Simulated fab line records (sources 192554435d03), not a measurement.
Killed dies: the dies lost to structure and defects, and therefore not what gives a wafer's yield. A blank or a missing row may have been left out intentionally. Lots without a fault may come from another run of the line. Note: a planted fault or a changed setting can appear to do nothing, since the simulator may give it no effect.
Which tool is to blame? + flow n5 finfet + 24 wafers sampled from 8 lots at 1 step of a route of 1938

WHAT THE GAUGES SHOWED, per wafer
N5_BEOL_M4_RC_MEAS_101. Usual: DIBL_N 35.9 mV/V, standard deviation 1.4; DIBL_P 35.9 mV/V, standard deviation 1.7; IOFF_N 0.155 nA/um, standard deviation 0.023; IOFF_P 0.201 nA/um, standard deviation 0.029; ION_N 672 uA/um, standard deviation 8.8; ION_P 460 uA/um, standard deviation 7; SS_N 71.6 mV/dec, standard deviation 0.48; SS_P 73.1 mV/dec, standard deviation 0.64; VT_N 250.0 mV, standard deviation 3; VT_P -251.6 mV, standard deviation 3.
| lot  | measured     | on        | DIBL_N (mV/V)  | DIBL_P (mV/V)  | IOFF_N (nA/um)    | IOFF_P (nA/um)    | ION_N (uA/um) | ION_P (uA/um) | SS_N (mV/dec)  | SS_P (mV/dec)  | VT_N (mV)         | VT_P (mV)            | flag |
|------|--------------|-----------|----------------|----------------|-------------------|-------------------|---------------|---------------|----------------|----------------|-------------------|----------------------|------|
| L255 | day 8 04:57  | prober-02 | 34.9 34.1 35.3 | 33.6 33.5 35.0 | 0.130 0.120 0.145 | 0.184 0.181 0.213 | 652 660 664   | 452 455 463   | 71.9 71.0 71.7 | 72.2 72.6 72.7 | 256.1 254.3 251.9 | -249.7 -250.7 -250.3 |      |
| L259 | day 8 23:53  | prober-01 | 32.8 35.5 35.6 | 34.9 37.1 37.1 | 0.126 0.165 0.161 | 0.168 0.200 0.208 | 663 671 668   | 453 456 459   | 71.3 71.5 72.1 | 73.3 73.6 73.6 | 254.2 250.1 251.3 | -257.0 -254.1 -250.2 |      |
| L257 | day 9 02:19  | prober-02 | 36.2 37.7 35.9 | 35.5 36.6 35.5 | 0.143 0.163 0.145 | 0.188 0.202 0.190 | 669 666 674   | 458 456 462   | 71.7 72.1 71.3 | 72.4 73.5 72.6 | 251.5 251.0 250.1 | -255.1 -252.9 -252.0 |      |
| L260 | day 9 10:04  | prober-01 | 34.1 35.3 36.0 | 35.0 36.8 37.7 | 0.128 0.150 0.161 | 0.162 0.179 0.186 | 660 674 676   | 452 457 460   | 71.6 71.1 72.0 | 72.4 73.4 73.6 | 252.3 249.7 251.4 | -254.1 -254.3 -253.0 |      |
| L271 | day 12 11:29 | prober-02 | 36.4 35.6 35.2 | 35.5 35.2 34.7 | 0.143 0.139 0.133 | 0.189 0.183 0.179 | 663 666 671   | 457 455 466   | 72.0 71.2 70.8 | 73.6 72.5 72.3 | 251.3 253.8 253.2 | -252.0 -253.8 -254.1 |      |
| L272 | day 12 15:20 | prober-02 | 34.5 34.9 34.1 | 34.7 35.5 34.6 | 0.131 0.134 0.125 | 0.146 0.149 0.140 | 660 680 658   | 448 456 445   | 71.4 71.4 71.2 | 72.9 73.7 72.8 | 254.0 254.3 251.2 | -258.7 -256.1 -257.9 |      |
| L276 | day 13 18:04 | prober-01 | 35.9 37.2 34.9 | 35.7 35.9 34.2 | 0.155 0.157 0.132 | 0.183 0.196 0.171 | 679 670 666   | 461 454 451   | 71.4 71.7 70.5 | 72.8 73.5 73.4 | 248.4 250.7 252.3 | -253.1 -252.3 -254.2 |      |
| L277 | day 13 23:38 | prober-02 | 35.6 34.9 33.5 | 34.0 34.2 32.8 | 0.141 0.131 0.113 | 0.186 0.198 0.168 | 649 668 654   | 448 462 454   | 71.7 71.1 71.0 | 72.6 73.4 72.6 | 255.4 250.9 256.9 | -253.7 -251.9 -252.6 |      |

WHICH TOOL RAN EACH LOT (tool, then ch and the chambers of the sampled wafers, then the start)
The record holds no process step before these readings.

WHAT THE TOOLS THEMSELVES READ (means of the sampled wafers that have a number; where no wafer has one, the mark that the record gives instead)
The record holds no such reading with a usual standard deviation.

THE ANSWER, worked out from the rows above alone
Rule: take the mean of a lot's wafers that have a number; if it is more than 3 standard deviations from the usual mean, the lot is off. Also off: a lot with no number at a reading for which 4 or more lots have one. Any other lot the step has rows for is counted as sound. After the gauges, taken in route order, come the tools' own readings; for these a lot's mean is taken, as printed above. The first step at which some lot is off is used, and at that step the reading that is off furthest; a lot without a number counts as furthest.
No lot is off at any reading shown: from this, nothing can be told.

WHAT HAD BEEN PUT IN BY THE SIMULATOR
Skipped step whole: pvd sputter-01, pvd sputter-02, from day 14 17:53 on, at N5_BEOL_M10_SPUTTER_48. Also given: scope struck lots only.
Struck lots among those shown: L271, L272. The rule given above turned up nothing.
